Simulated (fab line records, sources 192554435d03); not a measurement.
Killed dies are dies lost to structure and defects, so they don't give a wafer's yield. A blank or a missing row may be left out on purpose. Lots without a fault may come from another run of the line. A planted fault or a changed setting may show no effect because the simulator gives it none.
Which tool did it? | flow n5_finfet | 7 lots, 21 wafers sampled, at 5 steps of a route of 1938

WHAT THE GAUGES READ, wafer by wafer
N5_BEOL_M4_OCD_MEAS_38.
lot  | measured     | on     | trench_depth_nm (nm)
L438 | day 9 12:02  | ocd-02 | 56.7 55.9 55.2
L440 | day 10 23:30 | ocd-02 | 55.6 55.4 56.2
L446 | day 11 14:07 | ocd-02 | 56.4 55.2 54.7
L444 | day 12 07:27 | ocd-01 | 56.7 55.4 55.4
L445 | day 12 19:30 | ocd-01 | 55.4 0.5 54.9
L457 | day 15 07:19 | ocd-02 | 55.6 55.6 55.5
L460 | day 15 22:52 | ocd-02 | 54.0 55.9 56.6

WHICH TOOL RAN EACH LOT (tool, then ch and the chambers of the sampled wafers, then the start)
lot  | N5_BEOL_M4_ETCH_63                | N5_BEOL_M4_ETCH_64                | N5_BEOL_M4_STRIP_66               | N5_BEOL_M4_ETCHBACK_99
L438 | rie_diel-04 ch 1,2,3, day 9 06:07 | rie_diel-04 ch 1,2,3, day 9 06:08 | rie_diel-04 ch 1,2,3, day 9 06:16 | rie_diel-01 ch 1,2,3, day 9 11:38
L440 | rie_diel-04 ch 0,3, day 10 13:32  | rie_diel-04 ch 0,3, day 10 13:34  | rie_diel-04 ch 0,3, day 10 13:41  | rie_diel-04 ch 0,2,3, day 10 23:05
L446 | rie_diel-04 ch 0,1, day 11 10:50  | rie_diel-04 ch 0,1, day 11 10:52  | rie_diel-04 ch 0,1, day 11 11:00  | rie_diel-01 ch 1,2, day 11 13:43
L444 | rie_diel-04 ch 1,2, day 11 23:50  | rie_diel-04 ch 1,2, day 11 23:52  | rie_diel-04 ch 1,2, day 12 00:00  | rie_diel-01 ch 1,2,3, day 12 07:03
L445 | rie_diel-04 ch 1,3, day 12 11:32  | rie_diel-04 ch 1,3, day 12 11:34  | rie_diel-04 ch 1,3, day 12 11:41  | rie_diel-04 ch 1,3, day 12 18:55
L457 | rie_diel-03 ch 1,2, day 14 09:37  | rie_diel-03 ch 1,2, day 14 09:38  | rie_diel-03 ch 1,2, day 14 09:47  | rie_diel-04 ch 1,2, day 15 06:55
L460 | rie_diel-03 ch 0,2, day 14 15:38  | rie_diel-03 ch 0,2, day 14 15:40  | rie_diel-03 ch 0,2, day 14 15:47  | rie_diel-03 ch 1,2,3, day 15 22:27
- N5_BEOL_M4_ETCH_63: etches SiARC in CF4, target depth 15.6 nm, time 26 s.
- N5_BEOL_M4_ETCH_64: etches SOC in N2/H2, target depth 75 nm, overetch 22.5 nm, time 121.9 s.
- N5_BEOL_M4_STRIP_66: strips in CF4.
- N5_BEOL_M4_ETCHBACK_99: etches SiO2 in CHF3, target depth 5 nm, time 10.4 s.

THE ANSWER, worked out from the rows above alone
Rule: what is usual is taken from the lots themselves. Put in order of their means at a reading, lots are off if they are a third of the lots or fewer, leave a main group of 4 or more, and stand apart from it by a gap of 3 or more times the standard deviation of the main group's means; of several such gaps the widest counts. A main group whose means are all the same, to the digits that the tables above print for the reading, isn't used. A lot without any number at a reading at which 4 lots or more have one is off too. The other lots that the step has rows for count as sound.
Off: L445, at N5_BEOL_M4_OCD_MEAS_38 (trench_depth_nm). The main group: mean 55.7 nm, standard deviation 0.18.
A tool fits if, at a process step before that reading, it ran every lot that is off, and no sound lot after the first of them. The gauges at N5_BEOL_M4_OCD_MEAS_38 are tried like those tools. Can't be told from this: 2 tools fit, rie_diel-04 at N5_BEOL_M4_ETCH_63 and N5_BEOL_M4_ETCH_64 and N5_BEOL_M4_STRIP_66, ocd-01 at N5_BEOL_M4_OCD_MEAS_38.

WHAT THE SIMULATOR HAD PUT IN
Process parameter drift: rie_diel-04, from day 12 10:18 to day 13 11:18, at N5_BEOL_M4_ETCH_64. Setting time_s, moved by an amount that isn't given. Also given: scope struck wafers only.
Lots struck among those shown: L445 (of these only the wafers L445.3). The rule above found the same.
